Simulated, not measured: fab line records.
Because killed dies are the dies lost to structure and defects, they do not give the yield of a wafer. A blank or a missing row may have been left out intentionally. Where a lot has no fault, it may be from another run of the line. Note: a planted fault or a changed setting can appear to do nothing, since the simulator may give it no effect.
fab line records	flow n5Finfet
record: lots: 7	wafers: 21
route steps=1938 shown BEOL_M0_SAQP@646 BEOL_M0@715 BEOL_M1@777 BEOL_M2@847
startH: the number of hours between the record's first day and the start of the first shown wafer of the lot	waitH: hours since the lot's step before	" unchanged from the row above	L1.1+2: a row that stands for several wafers	- no value, or no start given	* or withheld: withheld	< > ~ a bound
route shown NAME@n: a module of which the file shows steps, and the number in the route of the first	usual: mean/standard deviation taken from wafers without a fault	same: alike in all rows	chamber/n: place in a boat	sites: the reading at each site	_std_site: how widely they spread, as a standard deviation	_edge_site: inner sites' mean taken away from outer sites' mean	radiusMm: for every site, how far away it sits from the centre of the wafer	mask NAME#n: copy n	behind: the last tool/chamber to shape the wafer	hold: what put the lot on hold/how long, in hours/how the hold closed	device: the transistor (n, p or np) that didn't switch	end of line: the tests these same wafers got at the end of their route	a step given without rows: its recipe and nothing more	killed: dies that structure and defects cost at the first sort, which is not the same as the wafer's yield	map: a wafer's dies, x killed, . not, _ none there
set.NAME: the setting as run; set.NAME@STEP: as run at that earlier step	model.NAME: the simulator's own value behind a step, which no gauge read
lots with deliberately changed settings; one table per step, one row per wafer
== steps ==
step: N5_BEOL_M0_SAQP_EXPOSE_11
recipe: maskId: M0_CORE	na: 1.35	sourceShape: dipole	sigmaInner: 0.538	sigmaOuter: 0.738	polarization: te	targetCdNm: 42	doseMj: 55
lot.wafer	tool	chamber	startH	waitH	mask	set.doseMj
L075.1+2	arfiScanner-03	0	117.94	-	M0_CORE#0	55
L075.3	"	0	"	"	M0_CORE#0	53.69
L079.1	arfiScanner-02	0	142.06	-	M0_CORE#0	51.71
L079.2+5	"	0	"	"	M0_CORE#0	55
L081.3+5+6	arfiScanner-03	0	153.82	-	M0_CORE#0	55
L086.2	arfiScanner-02	0	198.40	-	M0_CORE#0	55
L086.4+6	"	0	"	"	M0_CORE#0	58.39
L091.3+6	arfiScanner-02	0	217.19	-	M0_CORE#0	58.44
L091.4	"	0	"	"	M0_CORE#0	55
L090.4+5	arfiScanner-03	0	220.17	-	M0_CORE#0	57.24
L090.6	"	0	"	"	M0_CORE#0	55
L097.1+2+4	arfiScanner-03	0	248.09	-	M0_CORE#0	55
step: N5_BEOL_M0_SAQP_PEB_12
recipe: pebTempC: withheld	pebTimeS: 60	resist: CAR-ArF
step: N5_BEOL_M0_SAQP_DEVELOP_13
recipe: developTimeS: 30	developer: TMAH	resist: CAR-ArF	devTempC: 23	rinseLiquid: diw	dry: airSpin
step: N5_BEOL_M0_SAQP_CD_MEAS_14
recipe: targetCdNm: 42.5	landingEnergyEv: 500	detector: seInlens
usual: cdNm: 42.5/0.47
lot.wafer	tool	chamber	startH	waitH	set.doseMj@BEOL_M0_SAQP_EXPOSE_11	cdNm
L075.1	cdSem-01	0	118.06	-	55	42.0
L075.2	"	0	"	"	55	42.1
L075.3	"	0	"	"	53.69	42.7
L079.1	cdSem-03	0	142.19	-	51.71	44.3
L079.2	"	0	"	"	55	42.7
L079.5	"	0	"	"	55	42.3
L081.3	cdSem-02	0	153.93	-	55	43.0
L081.5	"	0	"	"	55	42.9
L081.6	"	0	"	"	55	43.9
L086.2	cdSem-02	0	198.52	-	55	42.8
L086.4	"	0	"	"	58.39	40.6
L086.6	"	0	"	"	58.39	40.6
L091.3	cdSem-02	0	217.30	-	58.44	41.4
L091.4	"	0	"	"	55	42.8
L091.6	"	0	"	"	58.44	41.5
L090.4	cdSem-02	0	220.28	-	57.24	41.7
L090.5	"	0	"	"	57.24	40.9
L090.6	"	0	"	"	55	42.7
L097.1	cdSem-03	0	248.21	-	55	42.4
L097.2	"	0	"	"	55	42.2
L097.4	"	0	"	"	55	42.3
step: N5_BEOL_M0_SAQP_DESCUM_19
recipe: chemistry: O2	timeS: 7.9	sourcePowerW: 50	biasPowerW: 20	pressureMtorr: 20	rfFrequencyHz: 2.712e+07	tempC: 40	resist: CAR-ArF	o2FlowSccm: 225
step: N5_BEOL_M0_SAQP_ETCH_83
recipe: chemistry: CF4	target: SiARC	targetDepthA: 390	maskMaterial: CAR-ArF	timeS: 65	ionEnergyEv: 80	pressureMtorr: 40	sourceW: 545	biasW: 36	Ar_flow_sccm: 100	cf4FlowSccm: 100	ends: cleared
step: N5_BEOL_M0_SAQP_ETCH_84
recipe: chemistry: N2/H2	target: SOC	targetDepthA: 1000	overetchA: 200	maskMaterial: SiARC	tempC: 40	timeS: 150	ionEnergyEv: 200	pressureMtorr: 30	sourceW: 840	biasW: 150	n2FlowSccm: 200	h2FlowSccm: 200
lot.wafer	tool	chamber	startH	waitH	set.spinRpm@BEOL_M0_SAQP_COAT_81	model.etch.depthNm
L075.1	rieDiel-02	1	118.41	0.0	1558	97.99
L075.2	"	0	"	"	1500	100
L075.3	"	3	"	"	1500	99.52
L079.1	rieDiel-06	0	142.41	0.0	1500	100.1
L079.2	"	3	"	"	1610	96.64
L079.5	"	3	"	"	1610	96.34
L081.3	rieDiel-02	1	154.10	0.0	1500	100.6
L081.5	"	1	"	"	1500	100.5
L081.6	"	2	"	"	1500	100.3
L086.2	rieDiel-02	1	198.70	0.0	1500	99.99
L086.4	"	3	"	"	1381	104.3
L086.6	"	0	"	"	1500	100.2
L091.3+4	rieDiel-06	1,2	217.60	0.0	1382	104.3
L091.6	"	3	"	"	1500	100.4
L090.4	rieDiel-01	1	220.50	0.0	1500	100.6
L090.5	"	0	"	"	1367	105.8
L090.6	"	3	"	"	1367	105.2
L097.1	rieDiel-02	1	248.89	0.0	1500	100.3
L097.2	"	2	"	"	1500	100.6
L097.4	"	0	"	"	1500	100.2
step: N5_BEOL_M0_SAQP_STRIP_80
recipe: chemistry: N2/H2	tempC: 40	n2FlowSccm: 200	h2FlowSccm: 200	rfFrequencyHz: 6e+07
step: N5_BEOL_M0_SAQP_HM_OPEN_112
recipe: chemistry: CHF3/O2	target: SiO2	stopOn: a-Si	targetDepthA: 120	overEtchFrac: 1.25	maskMaterial: SOC	timeS: 13.5	pressureMtorr: 30	sourceW: 650	biasW: 170	Ar_flow_sccm: 200	CHF3_flow_sccm: 50	O2_flow_sccm: 5	ionEnergyEv: 200	ends: endPoint
step: N5_BEOL_M0_SAQP_STRIP_113
recipe: chemistry: CHF3/O2	resist: SiARC	rfFrequencyHz: 6e+07
step: N5_BEOL_M0_SAQP_MANDREL_ETCH_20
recipe: targetDepthA: 600	chemistry: HBr/Cl2	target: a-Si	stopOn: SiNx	btTimeS: 10	maskMaterial: SOC	overEtchFrac: 0.5	timeS: 30	pressureMtorr: 10	icpW: 800	biasW: 75	HBr_flow_sccm: 150	Cl2_flow_sccm: 80	ends: endPoint
lot.wafer	tool	chamber	startH	waitH	set.spinRpm@BEOL_M0_SAQP_COAT_81	model.SOC_of_BEOL_M0_SAQP_COAT_81.thkNm
L075.1	rieSi-01	3	118.60	0.0	1558	74.4
L075.2	"	1	"	"	1500	77.4
L075.3	"	0	"	"	1500	75.8
L079.1	rieSi-02	0	142.60	0.0	1500	76.2
L079.2	"	1	"	"	1610	72.6
L079.5	"	1	"	"	1610	72.4
L081.3+6	rieSi-01	2,0	154.29	0.0	1500	76.2
L081.5	"	1	"	"	1500	77.6
L086.2	rieSi-06	3	198.89	0.0	1500	77
L086.4	"	1	"	"	1381	80
L086.6	"	1	"	"	1500	75.8
L091.3	rieSi-02	0	217.79	0.0	1382	80.6
L091.4	"	1	"	"	1382	80.4
L091.6	"	0	"	"	1500	76.8
L090.4	rieSi-06	1	220.68	0.1	1500	76.2
L090.5	"	2	"	"	1367	80.4
L090.6	"	0	"	"	1367	80.2
L097.1	rieSi-06	3	249.08	0.0	1500	77.4
L097.2	"	2	"	"	1500	75.8
L097.4	"	0	"	"	1500	75.4
step: N5_BEOL_M0_ETCH_138
recipe: chemistry: CH3F/O2	targetDepthA: 120	target: SiCN	timeS: 31.6	ionEnergyEv: 120	pressureMtorr: 30	sourceW: 395	biasW: 75	Ar_flow_sccm: 150	CH3F_flow_sccm: 30	O2_flow_sccm: 20	ends: cleared
usual: rfVppV: 297.2/1.1
lot.wafer	tool	chamber	startH	waitH	set.sourceW	rfVppV
L075.1	rieDiel-05	0	124.21	0.0	395	295.4
L075.2	"	3	"	"	395	297.0
L075.3	"	2	"	"	457.4	283.2
L079.1	rieDiel-05	2	147.96	0.0	395	298.8
L079.2	"	3	"	"	395	298.4
L079.5	"	3	"	"	451.9	283.4
L081.3	rieDiel-03	3	159.55	0.0	442.5	287.3
L081.5	"	3	"	"	395	298.5
L081.6	"	0	"	"	395	297.7
L086.2	rieDiel-04	1	209.93	0.0	395	295.5
L086.4	"	1	"	"	395	296.5
L086.6	"	3	"	"	462	282.9
L091.3	rieDiel-04	2	223.45	0.0	329.3	314.8
L091.4	"	3	"	"	329.3	315.8
L091.6	"	2	"	"	395	296.3
L090.4	rieDiel-05	0	225.97	0.0	395	295.6
L090.5	"	2	"	"	395	299.1
L090.6	"	1	"	"	395	298.5
L097.1	rieDiel-03	3	257.54	0.0	395	298.1
L097.2	"	1	"	"	395	297.4
L097.4	"	2	"	"	395	298.2
step: N5_BEOL_M0_ETCH_109
recipe: chemistry: CH3F/O2	targetDepthA: 80	overetchA: 24	target: SiCN	timeS: 27.4	ionEnergyEv: 120	pressureMtorr: 30	sourceW: 395	biasW: 75	Ar_flow_sccm: 150	CH3F_flow_sccm: 30	O2_flow_sccm: 20
usual: rfVppV: 297.2/1.3
lot.wafer	tool	chamber	startH	waitH	set.biasW	rfVppV
L075.1	rieDiel-04	1	126.47	0.9	75	296.2
L075.2	"	0	"	"	75	298.0
L075.3	"	2	"	"	86.44	323.2
L079.1	rieDiel-04	0	149.44	0.0	75	299.0
L079.2	"	2	"	"	75	294.9
L079.5	"	1	"	"	75	297.0
L081.3	rieDiel-05	1	165.12	0.0	75	296.7
L081.5	"	0	"	"	68.47	278.1
L081.6	"	3	"	"	68.47	280.1
L086.2	rieDiel-05	3	211.37	0.0	87.54	325.7
L086.4	"	0	"	"	75	297.8
L086.6	"	1	"	"	87.54	328.4
L091.3	rieDiel-03	3	225.22	0.1	75	299.8
L091.4	"	1	"	"	75	298.3
L091.6	"	0	"	"	75	296.0
L090.4	rieDiel-05	1	226.80	0.0	75	298.5
L090.5	"	2	"	"	75	297.1
L090.6	"	1	"	"	75	298.7
L097.1	rieDiel-05	0	261.46	0.1	75	295.4
L097.2	"	2	"	"	75	297.1
L097.4	"	1	"	"	75	298.1
step: N5_BEOL_M1_COAT_67
recipe: resist: SOC	tempC: 250	timeS: 60	spinRpm: 1500	resistThkNm: 60
lot.wafer	tool	chamber	startH	waitH	set.spinRpm	model.SOC_of_BEOL_M1_COAT_67.thkNm
L075.1	lithoTrack-01	0	130.87	0.0	1500	59.8
L075.2	"	0	"	"	1406	61.8
L075.3	"	0	"	"	1500	60
L079.1	lithoTrack-04	0	153.48	0.0	1500	60
L079.2	"	0	"	"	1500	60.2
L079.5	"	0	"	"	1386	62.6
L081.3	lithoTrack-04	0	169.60	0.0	1426	61.4
L081.5	"	0	"	"	1500	60
L081.6	"	0	"	"	1426	61.2
L086.2	lithoTrack-04	0	217.75	0.0	1500	60.2
L086.4	"	0	"	"	1407	61.8
L086.6	"	0	"	"	1500	60
L091.3	lithoTrack-04	0	229.99	0.0	1500	60
L091.4	"	0	"	"	1500	59.8
L091.6	"	0	"	"	1500	59.6
L090.4+5+6	lithoTrack-03	0	230.70	0.0	1500	60
L097.1+2+4	lithoTrack-04	0	268.44	0.0	1500	60.2
step: N5_BEOL_M1_COAT_68
recipe: resist: SiARC	tempC: 220	timeS: 60	spinRpm: 1500	resistThkNm: 12
lot.wafer	tool	chamber	startH	waitH	set.spinRpm	model.SiARC_of_BEOL_M1_COAT_68.thkNm
L075.1	lithoTrack-01	0	-	-	1375	12.4
L075.2+3	"	0	"	"	1500	12
L079.1+2	lithoTrack-04	0	-	-	1500	12
L079.5	"	0	"	"	1652	11.4
L081.3+5+6	lithoTrack-04	0	-	-	1500	12
L086.2	lithoTrack-04	0	-	-	1500	12
L086.4+6	"	0	"	"	1575	11.8
L091.3+4+6	lithoTrack-04	0	-	-	1500	12
L090.4+6	lithoTrack-03	0	-	-	1371	12.6
L090.5	"	0	"	"	1500	12
L097.1+2+4	lithoTrack-04	0	-	-	1500	12
step: N5_BEOL_M1_COAT_76
recipe: resist: underlayer	tempC: 205	timeS: 60	spinRpm: 1500	resistThkNm: 5
step: N5_BEOL_M1_COAT_22
recipe: resist: CAR-EUV	spinRpm: 1500	resistThkNm: 30
step: N5_BEOL_M1_DESCUM_33
recipe: chemistry: O2	timeS: 7	sourcePowerW: 50	biasPowerW: 20	pressureMtorr: 20	rfFrequencyHz: 2.712e+07	tempC: 40	resist: CAR-EUV	o2FlowSccm: 225
step: N5_BEOL_M1_ETCH_77
recipe: chemistry: N2/H2	target: underlayer	targetDepthA: 65	maskMaterial: CAR-EUV	timeS: 5.2	ionEnergyEv: 200	pressureMtorr: 30	sourceW: 840	biasW: 150	n2FlowSccm: 200	h2FlowSccm: 200	ends: cleared
step: N5_BEOL_M1_ETCH_69
recipe: chemistry: CF4	target: SiARC	targetDepthA: 156	maskMaterial: CAR-EUV	timeS: 26	ionEnergyEv: 80	pressureMtorr: 40	sourceW: 545	biasW: 36	Ar_flow_sccm: 100	cf4FlowSccm: 100	ends: cleared
lot.wafer	tool	chamber	startH	waitH	set.spinRpm@BEOL_M1_COAT_68	model.etch.depthNm	model.CAR-EUV_of_BEOL_M1_COAT_22.thkNm
L075.1	rieDiel-01	0	131.45	0.0	1375	12.5	10.6
L075.2	"	1	"	"	1500	12.01	11
L075.3	"	2	"	"	1500	12.01	11.2
L079.1	rieDiel-01	1	154.06	0.0	1500	12.02	11.2
L079.2	"	0	"	"	1500	11.99	11.2
L079.5	"	3	"	"	1652	11.48	11.6
L081.3+6	rieDiel-02	3,1	170.05	0.0	1500	12.01	11
L081.5	"	0	"	"	1500	11.99	11.2
L086.2	rieDiel-02	1	218.33	0.0	1500	12.06	11.2
L086.4	"	2	"	"	1575	11.77	11.4
L086.6	"	0	"	"	1575	11.75	11.4
L091.3	rieDiel-01	1	230.57	0.0	1500	12.06	11.2
L091.4	"	0	"	"	1500	12	11.2
L091.6	"	1	"	"	1500	12.01	11.2
L090.4	rieDiel-02	1	231.15	0.0	1371	12.61	10.6
L090.5	"	3	"	"	1500	12.06	11
L090.6	"	0	"	"	1371	12.58	10.8
L097.1	rieDiel-06	0	268.90	0.0	1500	12.05	10.8
L097.2	"	2	"	"	1500	12.01	11
L097.4	"	0	"	"	1500	12.07	11
step: N5_BEOL_M1_ALD_98
recipe: material: SiO2	targetThkA: 25	tempC: 100	aldPrecursorFamily: BDEAS	aldCoReactant: O2-plasma	pulseTimeS: 1	coReactantPulseTimeS: 1	purgeTimeS: 2	coReactantPurgeTimeS: 2	aldCycles: 17	pressureTorr: 2
step: N5_BEOL_M1_ETCHBACK_99
recipe: chemistry: CHF3	target: SiO2	targetDepthA: 50	timeS: 10.4	sourceW: 215	biasW: 47	Ar_flow_sccm: 200	CHF3_flow_sccm: 12	ionEnergyEv: 100	pressureMtorr: 30
step: N5_BEOL_M1_ETCH_70
recipe: chemistry: N2/H2	target: SOC	targetDepthA: 800	overetchA: 160	maskMaterial: SiARC	tempC: 40	timeS: 120	ionEnergyEv: 200	pressureMtorr: 30	sourceW: 840	biasW: 150	n2FlowSccm: 200	h2FlowSccm: 200
lot.wafer	tool	chamber	startH	waitH	set.spinRpm@BEOL_M1_COAT_67	model.etch.depthNm
L075.1	rieDiel-01	2	132.26	0.0	1500	59.85
L075.2	"	0	"	"	1406	61.88
L075.3	"	3	"	"	1500	59.91
L079.1	rieDiel-01	3	157.49	0.0	1500	60.1
L079.2	"	2	"	"	1500	60.11
L079.5	"	0	"	"	1386	62.66
L081.3	rieDiel-06	1	173.02	0.0	1426	61.43
L081.5	"	1	"	"	1500	59.9
L081.6	"	0	"	"	1426	61.2
L086.2	rieDiel-06	1	218.66	0.0	1500	60.23
L086.4	"	0	"	"	1407	61.8
L086.6	"	3	"	"	1500	60.08
L091.3	rieDiel-01	0	230.95	0.0	1500	59.91
L091.4	"	1	"	"	1500	59.8
L091.6	"	3	"	"	1500	59.57
L090.4	rieDiel-02	2	233.69	0.0	1500	60.1
L090.5	"	3	"	"	1500	59.92
L090.6	"	2	"	"	1500	60.05
L097.1	rieDiel-01	3	271.84	0.0	1500	60.13
L097.2	"	1	"	"	1500	60.22
L097.4	"	2	"	"	1500	60.29
step: N5_BEOL_M1_STRIP_71
recipe: chemistry: N2/H2	tempC: 40	n2FlowSccm: 200	h2FlowSccm: 200	rfFrequencyHz: 6e+07
step: N5_BEOL_M1_STRIP_78
recipe: chemistry: N2/H2	tempC: 40	n2FlowSccm: 200	h2FlowSccm: 200	rfFrequencyHz: 6e+07
step: N5_BEOL_M1_VIA_ETCH_34
recipe: chemistry: C4F6/O2	targetDepthA: 678	maskMaterial: SOC	pressureMtorr: 15	ionEnergyEv: 250	taperDeg: 4	timeS: 64.4	sourceW: 350	biasW: 170	Ar_flow_sccm: 300	C4F6_flow_sccm: 10	O2_flow_sccm: 10
lot.wafer	tool	chamber	startH	waitH	set.spinRpm@BEOL_M1_COAT_67	model.SOC_of_BEOL_M1_COAT_67.thkNm
L075.1	rieDiel-01	2	132.36	0.0	1500	52
L075.2	"	0	"	"	1406	53.6
L075.3	"	3	"	"	1500	52.2
L079.1	rieDiel-01	3	157.60	0.0	1500	52.4
L079.2	"	2	"	"	1500	52.2
L079.5	"	0	"	"	1386	54.2
L081.3	rieDiel-06	1	173.12	0.0	1426	53.4
L081.5	"	1	"	"	1500	52
L081.6	"	0	"	"	1426	52.8
L086.2	rieDiel-06	1	218.77	0.0	1500	52.4
L086.4	"	0	"	"	1407	53.4
L086.6	"	3	"	"	1500	52.2
L091.3	rieDiel-01	0	231.06	0.0	1500	51.6
L091.4	"	1	"	"	1500	52.2
L091.6	"	3	"	"	1500	51.8
L090.4+6	rieDiel-02	2	233.79	0.0	1500	52.6
L090.5	"	3	"	"	1500	52
L097.1+4	rieDiel-01	3,2	271.94	0.0	1500	52.4
L097.2	"	1	"	"	1500	52.6
step: N5_BEOL_M2_COAT_73
recipe: resist: underlayer	tempC: 205	timeS: 60	spinRpm: 1500	resistThkNm: 5
lot.wafer	tool	chamber	startH	waitH	set.spinRpm
L075.1+2	lithoTrack-02	0	-	-	1668
L075.3	"	0	"	"	1500
L079.1	lithoTrack-02	0	-	-	1500
L079.2+5	"	0	"	"	1573
L081.3+5+6	lithoTrack-02	0	-	-	1500
L086.2+4	lithoTrack-02	0	-	-	1500
L086.6	"	0	"	"	1636
L091.3	lithoTrack-03	0	-	-	1500
L091.4+6	"	0	"	"	1339
L090.4+6	lithoTrack-05	0	-	-	1551
L090.5	"	0	"	"	1500
L097.1+2+4	lithoTrack-02	0	-	-	1500
step: N5_BEOL_M2_ETCH_74
recipe: chemistry: N2/H2	target: underlayer	targetDepthA: 65	maskMaterial: CAR-EUV	timeS: 5.2	ionEnergyEv: 200	pressureMtorr: 30	sourceW: 840	biasW: 150	n2FlowSccm: 200	h2FlowSccm: 200	ends: cleared
usual: etchRfOnTimeS: 5.24/0.21	rfVppV: 523.6/2
lot.wafer	tool	chamber	startH	waitH	set.sourceW	set.spinRpm@BEOL_M2_COAT_73	etchRfOnTimeS	rfVppV	model.etch.depthNm
L075.1	rieDiel-05	0	137.32	0.0	840	1668	5.03	519.1	4.747
L075.2	"	1	"	"	986.7	1668	4.18	494.3	4.758
L075.3	"	3	"	"	840	1500	5.34	523.7	5.029
L079.1	rieDiel-03	2	163.05	0.0	790	1500	5.51	536.7	5.044
L079.2	"	1	"	"	840	1573	5.18	524.1	4.923
L079.5	"	0	"	"	790	1573	5.73	534.1	4.925
L081.3	rieDiel-04	3	179.38	0.0	840	1500	5.02	523.7	4.991
L081.5	"	0	"	"	796.1	1500	5.31	534.1	5.007
L081.6	"	1	"	"	796.1	1500	5.39	533.8	5.002
L086.2	rieDiel-05	2	225.28	0.0	900.5	1500	5.34	510.9	5.017
L086.4	"	3	"	"	900.5	1500	5.14	511.6	5.027
L086.6	"	0	"	"	900.5	1636	4.86	505.4	4.793
L091.3	rieDiel-04	1	236.35	0.0	840	1500	5.22	520.1	5.001
L091.4	"	1	"	"	706.3	1339	6.31	555.0	5.299
L091.6	"	0	"	"	840	1339	5.34	525.5	5.303
L090.4	rieDiel-04	0	239.89	0.0	840	1551	4.98	523.0	4.93
L090.5	"	2	"	"	840	1500	5.01	522.2	5.011
L090.6	"	1	"	"	840	1551	5.09	522.6	4.925
L097.1	rieDiel-04	1	280.24	0.0	840	1500	5.19	519.6	5.034
L097.2	"	0	"	"	840	1500	5.10	526.8	5.03
L097.4	"	3	"	"	840	1500	4.93	525.8	5.036
== key ==
split: step: N5_BEOL_M0_SAQP_EXPOSE_11	setting: doseMj	stated: 55	by: wafer
response: step: N5_BEOL_M0_SAQP_CD_MEAS_14	reading: cdNm	change: -0.293	per: 1%	r: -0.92
split: step: N5_BEOL_M0_ETCH_138	setting: sourceW	stated: 395	by: wafer
response: step: N5_BEOL_M0_ETCH_138	reading: rfVppV	change: -0.938	per: 1%	r: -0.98
split: step: N5_BEOL_M0_ETCH_109	setting: biasW	stated: 75	by: wafer
response: step: N5_BEOL_M0_ETCH_109	reading: rfVppV	change: +1.77	per: 1%	r: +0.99
split: step: N5_BEOL_M1_COAT_67	setting: spinRpm	stated: 1500	by: wafer
response: step: N5_BEOL_M1_COAT_67	reading: model.SOC_of_BEOL_M1_COAT_67.thkNm	change: -0.299	per: 1%	r: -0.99
response: step: N5_BEOL_M1_ETCH_70	reading: model.etch.depthNm	change: -0.307	per: 1%	r: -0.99
response: step: N5_BEOL_M1_VIA_ETCH_34	reading: model.SOC_of_BEOL_M1_COAT_67.thkNm	change: -0.226	per: 1%	r: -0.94
split: step: N5_BEOL_M1_COAT_68	setting: spinRpm	stated: 1500	by: wafer
response: step: N5_BEOL_M1_COAT_68	reading: model.SiARC_of_BEOL_M1_COAT_68.thkNm	change: -0.0574	per: 1%	r: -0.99
response: step: N5_BEOL_M1_ETCH_69	reading: model.etch.depthNm	change: -0.0576	per: 1%	r: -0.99
response: step: N5_BEOL_M1_ETCH_69	reading: model.CAR-EUV_of_BEOL_M1_COAT_22.thkNm	change: +0.0435	per: 1%	r: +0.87
split: step: N5_BEOL_M2_COAT_73	setting: spinRpm	stated: 1500	by: wafer
response: step: N5_BEOL_M2_ETCH_74	reading: model.etch.depthNm	change: -0.0259	per: 1%	r: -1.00
split: step: N5_BEOL_M2_ETCH_74	setting: sourceW	stated: 840	by: wafer
response: step: N5_BEOL_M2_ETCH_74	reading: etchRfOnTimeS	change: *	per: 1%	r: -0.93
response: step: N5_BEOL_M2_ETCH_74	reading: rfVppV	change: -1.78	per: 1%	r: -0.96
split outsideThisFile step=N5_BEOL_M0_SAQP_COAT_81 setting=spinRpm
split outsideThisFile: this setting was split too, and the file shows its column; the key of that split is in another file
